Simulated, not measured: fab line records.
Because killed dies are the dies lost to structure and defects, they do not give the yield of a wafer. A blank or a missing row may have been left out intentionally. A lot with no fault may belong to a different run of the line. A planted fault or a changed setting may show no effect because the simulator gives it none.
A struck lot beside a sound one -- flow n5Finfet -- 15 steps out of a route of 1938
Sound: these wafers, L648.1, L648.2, L648.4. Struck: wafer L653.4. (L653.6 of the same lot was not struck and is left out.) The cause comes at the end.
At each step with rows: each side's tool, then ch and its chambers, then its first start. Under that, the readings that differ: sound wafers -- struck wafers -- difference of the means -- sigmas: that difference in standard deviations of wafers without a fault.
alike: readings with means less than 2 such deviations apart, plus words and numbers identical on both sides. not compared: withheld readings, readings lacking a value on some wafer, bounds such as >300 that could conceal the same value, and numbers that have no deviation in the record and whose values overlap.
The two part at a step that has a row with sigmas, a row that says differs or no value, or rows on one side only. Numbers that don't overlap but have no deviation are shown without sigmas and don't part them. Lack of a reading on every wafer of one side parts them only where that side has two or more wafers.

first, 3 steps without rows for these wafers: N5_BEOL_M5_SRD_40 (time 30 s); N5_BEOL_M5_PRECLEAN_42 (cleans in residue remover, time 60 s); N5_BEOL_M5_SRD_43 (time 30 s).
N5_BEOL_M5_CD_MEAS_35: target cd 28 nm, target cd y 24 nm.
  sound on cdSem-01 at day 9 16:11; struck on cdSem-02 at day 11 09:57
  alike: cdNm
N5_BEOL_M5_CURE_80: cures SiCOH lowk, time 120 s.
  sound on uvCure-01 ch 0, day 9 16:13; struck on uvCure-01 ch 2, day 11 10:08
  alike: lampPowerPct, wafer_temp_C_max
then, 3 steps without rows for these wafers: N5_BEOL_M5_DEGAS_44 (time 60 s); N5_BEOL_M5_PRE_CLEAN_45 (time 30 s); N5_BEOL_M5_ALD_86 (deposits TaN, pulse time 2 s, purge time 3 s, co reactant purge time 2 s).
N5_BEOL_M5_SURFACE_TREAT_87:
  sound on pvdSputter-01 at day 9 17:35; struck on pvdSputter-01 at day 11 10:39
  not compared: throttleValvePct
then, 1 step without rows for these wafers: N5_BEOL_M5_CVD_47 (deposits Co from CCTBA/H2, target thk 3 nm, time 216 s).
N5_BEOL_M5_SPUTTER_48: material Cu, target thk 15 nm, time 27.62 s.
  sound on pvdSputter-01 at day 9 17:53; struck on pvdSputter-01 at day 11 12:32
  alike: chamberPressurePa, throttleValvePct
N5_BEOL_M5_ANNEAL_49: time 1800 s.
  sound on pvdSputter-01 at day 9 17:58; struck on pvdSputter-01 at day 11 12:37
  alike: heaterPowerW
N5_BEOL_M5_SPUTTER_81: material Cu, target thk 15 nm, time 27.62 s.
  sound on pvdSputter-01 at day 9 18:58; struck on pvdSputter-01 at day 11 13:37
reading,sound,struck,difference,sigmas
chamberPressurePa (Pa),0.06987 0.07003 0.0699,0.06661,-0.00332,-24
  alike: throttleValvePct
N5_BEOL_M5_ANNEAL_82: time 1800 s.
  sound on pvdSputter-01 at day 9 19:03; struck on pvdSputter-01 at day 11 13:42
  alike: heaterPowerW
N5_PASSIVATION_PROBE_49:
  rows exist in the record for the sound wafers here (prober-02, day 13 23:02), none for the struck ones

WHERE THEY PART
At N5_BEOL_M5_SPUTTER_81 first; at N5_PASSIVATION_PROBE_49 last (within this record only).

WHY: the cause the simulator had injected
Drift in process parameters on pvdSputter-01 at N5_BEOL_M5_SPUTTER_81, starting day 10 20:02. Setting chamberPressurePa, moved by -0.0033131, from 0.07. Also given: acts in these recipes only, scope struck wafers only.
